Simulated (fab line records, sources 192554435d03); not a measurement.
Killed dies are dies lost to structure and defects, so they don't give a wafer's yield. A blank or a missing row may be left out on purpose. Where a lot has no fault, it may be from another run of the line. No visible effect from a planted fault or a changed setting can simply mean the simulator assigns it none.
fab line records    flow n5Finfet
[record] lots = 15  wafers = 45  lastDay = 20
route steps=1938 shown BEOL_M8@1394 BEOL_M9@1403
lots that met no fault: from a run of the same line without faults
startH: hours from the record's first day to the start of the lot's first wafer shown    waitH: hours from the lot's prior step to this one    " as in the row above    L1.1+2: one row covering several wafers at once    - either no value or no given start    * or withheld: withheld    < > ~ a bound
route shown NAME@n: a module of which the file shows steps, and the number in the route of the first    usual: mean and standard deviation over wafers with no fault    same: alike in all rows    chamber/n: place in a boat    sites: each site's reading    _std_site: their standard deviation    _edge_site: the outer-site mean with the inner-site mean subtracted    radiusMm: how far each site lies from the wafer's centre    mask NAME#n: copy n    behind: the tool/chamber that last shaped the wafer    hold: reason for holding the lot/hours on hold/outcome of the hold    device: names the non-switching transistor (n, p or np)    end of line: the tests these same wafers got at the end of their route    a step with no rows: only its recipe    killed: dies lost to structure and defects at the first sort, not the wafer's yield    map: shows each die of a wafer: x if killed, . if not, _ if none is there
set.NAME: setting as actually run; set.NAME@STEP: the setting as run at that earlier step    model.NAME: the simulator's own value behind a step, which no gauge read
steps of the route over a sample of lots; a table a step, a row a wafer
services: when a tool's chamber went out of use (startH, in hours from the record's first day, below 0 if earlier), for how many hours, and the reason
[[steps]]
[step N5_BEOL_M8_ANNEAL_51]
[recipe] tempC = 225  timeS = 90  ambient = N2
[usual] annealTempC = 224.97/0.15  wafer_temp_C_max = 226.4/0.35
lot.wafer  tool          chamber  startH  waitH  annealTempC  wafer_temp_C_max
L754.2     rtpAnneal-01  0        231.38  0.1    224.99       226.4
L754.4     "             0        "       "      224.81       226.7
L754.6     "             0        "       "      224.83       225.9
L755.2     rtpAnneal-02  0        231.50  0.1    225.19       225.9
L755.4     "             0        "       "      225.02       226.4
L755.5     "             0        "       "      225.14       226.2
L756.3     rtpAnneal-02  0        239.24  0.5    224.76       227.1
L756.4     "             0        "       "      224.58       226.4
L756.5     "             0        "       "      224.58       226.7
L758.1     rtpAnneal-02  0        254.39  0.3    224.93       226.4
L758.4     "             0        "       "      224.92       227.0
L758.5     "             0        "       "      224.86       226.2
L757.1     rtpAnneal-02  0        262.78  0.7    225.39       226.5
L757.5     "             0        "       "      225.47       226.7
L757.6     "             0        "       "      225.18       226.6
L759.1     rtpAnneal-01  0        277.79  0.1    225.03       225.6
L759.2     "             0        "       "      224.90       225.6
L759.3     "             0        "       "      224.87       226.1
L761.2     rtpAnneal-01  0        282.34  0.1    224.89       226.2
L761.3     "             0        "       "      225.05       226.5
L761.4     "             0        "       "      224.96       226.0
L765.3     rtpAnneal-02  0        330.74  2.5    225.06       226.5
L765.4     "             0        "       "      225.03       227.4
L765.6     "             0        "       "      224.85       226.6
L768.1     rtpAnneal-02  0        340.55  0.2    224.89       226.4
L768.3     "             0        "       "      224.87       226.9
L768.6     "             0        "       "      224.79       227.1
L766.2     rtpAnneal-01  0        342.18  0.1    224.94       225.8
L766.3     "             0        "       "      225.02       225.8
L766.5     "             0        "       "      224.93       225.9
L772.3     rtpAnneal-02  0        348.35  0.1    225.03       226.2
L772.4     "             0        "       "      225.14       226.5
L772.5     "             0        "       "      224.73       226.2
L774.1     rtpAnneal-02  0        363.82  0.1    224.65       226.3
L774.2     "             0        "       "      224.83       226.8
L774.6     "             0        "       "      224.79       226.3
L775.2     rtpAnneal-02  0        370.74  0.5    224.70       226.7
L775.3     "             0        "       "      224.82       226.4
L775.6     "             0        "       "      225.04       227.0
L776.1     rtpAnneal-02  0        372.62  0.2    225.21       227.4
L776.2     "             0        "       "      225.04       226.5
L776.4     "             0        "       "      225.07       227.1
L777.1     rtpAnneal-02  0        399.32  0.1    225.05       226.2
L777.2     "             0        "       "      225.05       226.5
L777.4     "             0        "       "      224.95       226.1
[step N5_BEOL_M9_THK_MEAS_01]
[recipe] reads = SiCOH_lowk_of_BEOL_M9_ILD_DEP_00
[usual] M9_ILD_THK = 267/3.5
lot.wafer  tool          chamber  startH  waitH  M9_ILD_THK[nm]
L754.2     filmMetro-02  -        232.74  0.4    262
L754.4     "             -        "       "      267
L754.6     "             -        "       "      263
L755.2     filmMetro-02  -        233.31  0.7    269
L755.4     "             -        "       "      277
L755.5     "             -        "       "      275
L756.3     filmMetro-02  -        241.01  0.5    259
L756.4     "             -        "       "      262
L756.5     "             -        "       "      264
L758.1     filmMetro-01  -        255.76  0.4    265
L758.4     "             -        "       "      279
L758.5     "             -        "       "      269
L757.1     filmMetro-02  -        264.16  0.4    269
L757.5     "             -        "       "      278
L757.6     "             -        "       "      270
L759.1     filmMetro-02  -        279.23  0.4    269
L759.2     "             -        "       "      269
L759.3     "             -        "       "      267
L761.2     filmMetro-02  -        283.71  0.4    262
L761.3     "             -        "       "      269
L761.4     "             -        "       "      269
L765.3     filmMetro-01  -        332.03  0.3    266
L765.4     "             -        "       "      264
L765.6     "             -        "       "      272
L768.1     filmMetro-01  -        342.09  0.4    270
L768.3     "             -        "       "      268
L768.6     "             -        "       "      271
L766.2     filmMetro-01  -        343.51  0.4    265
L766.3     "             -        "       "      267
L766.5     "             -        "       "      266
L772.3     filmMetro-01  -        350.63  0.3    263
L772.4     "             -        "       "      266
L772.5     "             -        "       "      264
L774.1     filmMetro-01  -        365.25  0.4    270
L774.2     "             -        "       "      266
L774.6     "             -        "       "      265
L775.2     filmMetro-02  -        372.53  0.4    267
L775.3     "             -        "       "      264
L775.6     "             -        "       "      269
L776.1     filmMetro-01  -        374.03  0.4    263
L776.2     "             -        "       "      264
L776.4     "             -        "       "      270
L777.1     filmMetro-02  -        400.71  0.4    261
L777.2     "             -        "       "      266
L777.4     "             -        "       "      273
[step N5_BEOL_M9_HM_DEP_02]
[recipe] material = TiN  targetThkA = 200  tempC = 25  chamberPressurePa = 0.49996
[usual] throttleValvePct = 29.8/0.8
lot.wafer  tool           chamber  startH  waitH  throttleValvePct
L754.2     pvdSputter-02  -        233.32  0.5    29.8
L754.4     "              -        "       "      29.6
L754.6     "              -        "       "      30.1
L755.2     pvdSputter-02  -        234.14  0.8    29.9
L755.4     "              -        "       "      29.4
L755.5     "              -        "       "      30.0
L756.3     pvdSputter-02  -        241.20  0.1    29.1
L756.4     "              -        "       "      30.2
L756.5     "              -        "       "      30.0
L758.1     pvdSputter-02  -        256.72  0.9    30.0
L758.4     "              -        "       "      29.1
L758.5     "              -        "       "      29.0
L757.1     pvdSputter-02  -        264.42  0.2    30.1
L757.5     "              -        "       "      29.8
L757.6     "              -        "       "      30.1
L759.1     pvdSputter-01  -        280.21  0.9    30.3
L759.2     "              -        "       "      30.2
L759.3     "              -        "       "      28.1
L761.2     pvdSputter-03  -        283.82  0.1    30.0
L761.3     "              -        "       "      30.6
L761.4     "              -        "       "      29.3
L765.3     pvdSputter-01  -        335.39  3.3    31.1
L765.4     "              -        "       "      30.2
L765.6     "              -        "       "      31.1
L768.1     pvdSputter-01  -        342.96  0.8    28.3
L768.3     "              -        "       "      30.1
L768.6     "              -        "       "      30.2
L766.2     pvdSputter-03  -        344.92  1.4    29.6
L766.3     "              -        "       "      29.6
L766.5     "              -        "       "      29.8
L772.3     pvdSputter-03  -        351.08  0.4    30.7
L772.4     "              -        "       "      29.4
L772.5     "              -        "       "      29.2
L774.1     pvdSputter-01  -        367.79  2.5    30.2
L774.2     "              -        "       "      31.1
L774.6     "              -        "       "      29.9
L775.2     pvdSputter-02  -        374.68  2.1    29.2
L775.3     "              -        "       "      29.9
L775.6     "              -        "       "      29.7
L776.1     pvdSputter-03  -        374.84  0.8    29.8
L776.2     "              -        "       "      29.0
L776.4     "              -        "       "      29.4
L777.1     pvdSputter-01  -        404.13  3.4    28.0
L777.2     "              -        "       "      30.1
L777.4     "              -        "       "      30.8
[step N5_BEOL_M9_HM_OPEN_17]
[recipe] chemistry = Cl2/BCl3  targetDepthA = 200  overetchA = 60  target = TiN  maskMaterial = SOC  ionEnergyEv = 150  pressureMtorr = 10  icpW = 1000  biasW = 126  Cl2_flow_sccm = 53.25  bcl3FlowSccm = 21.75  Ar_flow_sccm = 25
[usual] bcl3FlowSccm = 21.76/0.066  biasW = 126.0/0.37  drypumpMotorCurrentA = 5.8/0.61  oesProductAu = 0.67/0.059  throttleValvePct = 22.05/0.17
lot.wafer  tool         chamber  startH  waitH  bcl3FlowSccm  biasW  drypumpMotorCurrentA  oesProductAu  rfHoursCounterH  throttleValvePct
L754.2     rieMetal-02  0        234.05  0.0    21.71         126.0  6.5                   0.78          8                21.93
L754.4     "            1        "       "      21.77         125.9  5.6                   0.61          -                22.43
L754.6     "            1        "       "      21.62         125.9  5.6                   0.60          -                22.42
L755.2     rieMetal-03  0        234.87  0.0    21.75         125.9  5.7                   0.76          14               21.87
L755.4     "            0        "       "      21.74         126.4  5.7                   0.76          -                21.86
L755.5     "            0        "       "      21.73         125.7  5.7                   0.76          -                21.87
L756.3     rieMetal-03  1        242.09  0.1    21.78         126.4  6.7                   0.69          -                21.97
L756.4     "            0        "       "      21.80         125.8  5.8                   0.77          -                21.86
L756.5     "            0        "       "      21.83         125.6  5.8                   0.76          -                21.87
L758.1     rieMetal-02  0        257.46  0.0    21.73         126.2  6.5                   0.79          11               21.91
L758.4     "            1        "       "      21.74         126.5  5.5                   0.60          -                22.42
L758.5     "            0        "       "      21.77         126.3  6.5                   0.78          -                21.93
L757.1     rieMetal-03  1        265.27  0.0    21.89         126.4  6.7                   0.69          38               21.98
L757.5     "            1        "       "      21.75         126.5  6.7                   0.70          -                21.96
L757.6     "            0        "       "      21.82         125.8  5.7                   0.76          -                21.88
L759.1     rieMetal-03  0        281.06  0.0    21.80         125.9  5.7                   0.76          18               21.87
L759.2     "            1        "       "      21.74         125.3  6.7                   0.67          38               22.01
L759.3     "            0        "       "      21.69         126.6  5.7                   0.76          -                21.86
L761.2     rieMetal-03  1        284.69  0.0    21.66         125.7  6.7                   0.69          39               21.99
L761.3     "            1        "       "      21.75         126.0  6.7                   0.68          -                21.99
L761.4     "            0        "       "      21.80         126.0  5.7                   0.74          -                21.87
L765.3     rieMetal-01  1        336.51  0.1    -             -      -                     -             -                -
L765.4     "            0        "       "      -             -      -                     -             -                -
L765.6     "            1        "       "      -             -      -                     -             -                -
L768.1     rieMetal-02  0        343.82  0.0    -             -      -                     -             -                -
L768.3     "            0        "       "      -             -      -                     -             -                -
L768.6     "            0        "       "      -             -      -                     -             -                -
L766.2     rieMetal-02  1        345.78  0.0    -             -      -                     -             -                -
L766.3     "            0        "       "      -             -      -                     -             -                -
L766.5     "            1        "       "      -             -      -                     -             -                -
L772.3     rieMetal-01  0        351.96  0.1    21.91         126.5  5.5                   0.62          -                22.15
L772.4     "            1        "       "      21.72         125.9  5.0                   0.64          -                22.00
L772.5     "            1        "       "      21.78         126.3  5.0                   0.64          -                22.01
L774.1     rieMetal-01  1        368.65  0.0    21.70         126.0  5.0                   0.64          57               22.00
L774.2     "            0        "       "      21.70         125.8  5.5                   0.63          53               22.15
L774.6     "            1        "       "      21.66         126.5  5.0                   0.64          -                22.01
L775.2     rieMetal-01  1        375.54  0.0    21.74         125.6  5.0                   0.62          58               22.03
L775.3     "            1        "       "      21.71         126.2  5.0                   0.63          -                22.02
L775.6     "            1        "       "      21.72         125.9  5.0                   0.64          -                22.00
L776.1     rieMetal-02  1        375.79  0.0    21.74         126.5  5.5                   0.58          83               22.48
L776.2     "            0        "       "      21.77         126.1  6.6                   0.73          21               21.94
L776.4     "            0        "       "      21.65         126.0  6.6                   0.73          -                21.95
L777.1     rieMetal-01  1        404.99  0.0    21.76         125.6  5.0                   0.64          60               22.02
L777.2     "            0        "       "      21.75         126.2  5.6                   0.62          55               22.15
L777.4     "            1        "       "      21.81         126.0  5.0                   0.63          -                22.02
[step N5_BEOL_M9_CD_MEAS_18]
[recipe] pitchNm = 140  targetCdNm = 70
[usual] cdNm = 70.3/0.59
lot.wafer  tool      chamber  startH  waitH  cdNm
L754.2     cdSem-03  -        234.35  0.1    71.3
L754.4     "         -        "       "      70.9
L754.6     "         -        "       "      70.1
L755.2     cdSem-03  -        235.05  0.1    70.8
L755.4     "         -        "       "      70.0
L755.5     "         -        "       "      70.4
L756.3     cdSem-02  -        242.25  0.1    70.2
L756.4     "         -        "       "      69.4
L756.5     "         -        "       "      70.5
L758.1     cdSem-01  -        257.64  0.0    70.2
L758.4     "         -        "       "      70.3
L758.5     "         -        "       "      70.8
L757.1     cdSem-02  -        265.46  0.0    69.9
L757.5     "         -        "       "      69.6
L757.6     "         -        "       "      69.5
L759.1     cdSem-02  -        281.24  0.0    69.8
L759.2     "         -        "       "      70.3
L759.3     "         -        "       "      69.9
L761.2     cdSem-01  -        284.87  0.1    70.3
L761.3     "         -        "       "      69.4
L761.4     "         -        "       "      71.2
L765.3     cdSem-02  -        336.78  0.1    -
L765.4     "         -        "       "      -
L765.6     "         -        "       "      -
L768.1     cdSem-02  -        344.00  0.0    -
L768.3     "         -        "       "      -
L768.6     "         -        "       "      -
L766.2     cdSem-02  -        345.96  0.1    -
L766.3     "         -        "       "      -
L766.5     "         -        "       "      -
L772.3     cdSem-03  -        352.12  0.1    71.3
L772.4     "         -        "       "      71.6
L772.5     "         -        "       "      70.4
L774.1     cdSem-01  -        368.83  0.0    70.5
L774.2     "         -        "       "      70.9
L774.6     "         -        "       "      71.3
L775.2     cdSem-01  -        375.75  0.1    70.1
L775.3     "         -        "       "      69.9
L775.6     "         -        "       "      70.4
L776.1     cdSem-02  -        375.97  0.0    69.9
L776.2     "         -        "       "      70.0
L776.4     "         -        "       "      70.3
L777.1     cdSem-01  -        405.17  0.0    70.2
L777.2     "         -        "       "      70.6
L777.4     "         -        "       "      70.0
[[services]]
tool           chamber  startH  hours  kind
rieMetal-03    -        221.17  2.8    pm
rieMetal-02    -        259.01  1.1    repair
rieMetal-02    1        266.96  4.9    repair
rieMetal-03    1        272.82  4.8    repair
rieMetal-02    0        284.47  3.0    repair
rieMetal-02    1        307.00  6.2    repair
rtpAnneal-01   -        324.70  5.2    pm
pvdSputter-01  -        344.74  1.6    repair
pvdSputter-02  -        351.20  11.7   repair
rieMetal-03    1        351.35  12.2   repair
pvdSputter-03  -        378.22  3.7    repair
[[key]]
[firstSign] step = N5_BEOL_M9_HM_OPEN_17  reading = toolRecord  direction = missing
[effect] step = N5_BEOL_M9_CD_MEAS_18  reading = cdNm  direction = missing
metAt N5_BEOL_M9_HM_OPEN_17
struckLots L765,L766,L768
laterRowsLeftOut L765.3,L765.4,L765.6,L766.2,L766.3,L766.5,L768.1,L768.3,L768.6
sortLeftOut L765.3,L765.4,L765.6,L766.2,L766.3,L766.5,L768.1,L768.3,L768.6
notActingAt N5_BEOL_M8_ANNEAL_51,N5_BEOL_M9_THK_MEAS_01,N5_BEOL_M9_HM_DEP_02
onsetBetween 257.46 336.51
[fault] kind = skippedStepWhole  tool = rieMetal-01,rieMetal-02  chamber = -  onsetH = 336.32  steps = N5_BEOL_M9_HM_OPEN_17  scope = struckLotsOnly
// sortLeftOut: the simulated sort isn't trusted on such a fault, so these wafers' sort isn't shown, and their yield isn't known
// laterRowsLeftOut: the simulator's readings of these wafers behind a module that went badly wrong aren't trusted and aren't shown, but for the sort
